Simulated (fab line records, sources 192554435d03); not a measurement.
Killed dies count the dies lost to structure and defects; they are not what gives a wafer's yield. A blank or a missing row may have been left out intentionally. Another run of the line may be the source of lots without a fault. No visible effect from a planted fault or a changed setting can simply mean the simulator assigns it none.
Comparing a struck lot with a sound one    flow n5 finfet    13 out of 1938 route steps
Sound: the wafers L807.3, L807.4, L807.6. Struck: wafers L802.2, L802.3, L802.4. The cause is given at the end.
At each step with rows: each side's tool, then ch and its chambers, then its first start. Under that, the readings that differ: sound wafers    struck wafers    difference of the means    sigmas: that difference in standard deviations of wafers without a fault.
alike: a reading whose means differ by less than 2 such deviations, as well as words and numbers matching on both sides. not compared: withheld readings; readings where some wafer has no value; bounds like >300 that might hide an equal value; numbers whose values overlap and for which the record gives no deviation.
A row with sigmas, a row that says differs or no value, or rows on one side alone: a step with any of these is where the two part. Numbers that don't overlap but have no deviation are shown without sigmas and don't part them. A reading that every wafer of one side lacks parts them only if that side has two wafers or more.

first, 1 step without rows for these wafers: N5_GATE_CUT_SRD_32 (time 30 s).
N5_GATE_CUT_SAC_CAP_01: material SiNx, target thk 24 nm, pulse time 1 s, ald cycles 480.
  sound on ald sin-01 ch 1,3, day 8 05:16; struck on ald sin-02 ch 0,2,3, day 7 01:41
  alike: heater power w, precursor pulse height rel
N5_GATE_CUT_PECVD_57: deposits SiNx from SiH4/NH3/N2, target thk 21 nm.
  sound on pecvd-03 ch 0,1,2, day 8 07:27; struck on pecvd-03 ch 1,2, day 7 03:53
  alike: heater power w, showerhead plenum p Torr, throttle valve pct
N5_GATE_CUT_CMP_02: polishes, stops on SiO2, t overpolish 12.7 s, target thk 0 nm.
  sound on cmp-02 ch 1,3, day 8 07:34; struck on cmp-02 ch 0,2,3, day 7 03:59
  alike: head pressure psi, motor current A, overpolish run s, time to endpoint s
N5_GATE_CUT_HM_DEP_46: deposits SiO2 from TEOS/O2, target thk 130 nm, time 26.6 s.
  sound on pecvd-03 ch 0,2, day 8 07:52; struck on pecvd-01 ch 1,2, day 7 04:17
  alike: heater power w, showerhead plenum p Torr, throttle valve pct
then, 6 steps without rows for these wafers: N5_GATE_CUT_COAT_34 (time 60 s, resist thk 60 nm); N5_GATE_CUT_COAT_35 (time 60 s, resist thk 10 nm); N5_GATE_CUT_COAT_27 (time 60 s, resist thk 10 nm); N5_GATE_CUT_COAT_07 (resist thk 30 nm); N5_GATE_CUT_EBR_09; N5_GATE_CUT_SOFTBAKE_08 (time 60 s).
N5_GATE_CUT_EXPOSE_10: exposes mask GATE CUT, target cd 20 nm.
  sound on euv scanner-01 ch 0, day 8 08:12; struck on euv scanner-02, day 7 04:30
  no value came back on the struck wafers for exposure dose mJ cm2, focus offset nm (nm); on the sound wafers exposure dose mJ cm2 reads 43.27 43.24 43.25
  alike: mask
then, 1 step without rows for these wafers: N5_GATE_CUT_PEB_11 (peb time 60 s).

== WHERE THEY PART ==
Only at N5_GATE_CUT_EXPOSE_10, as far as this record shows.

WHY: what had been put in by the simulator
Skipped step whole: euv scanner-02, from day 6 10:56 on, at N5_GATE_CUT_EXPOSE_10. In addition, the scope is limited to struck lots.
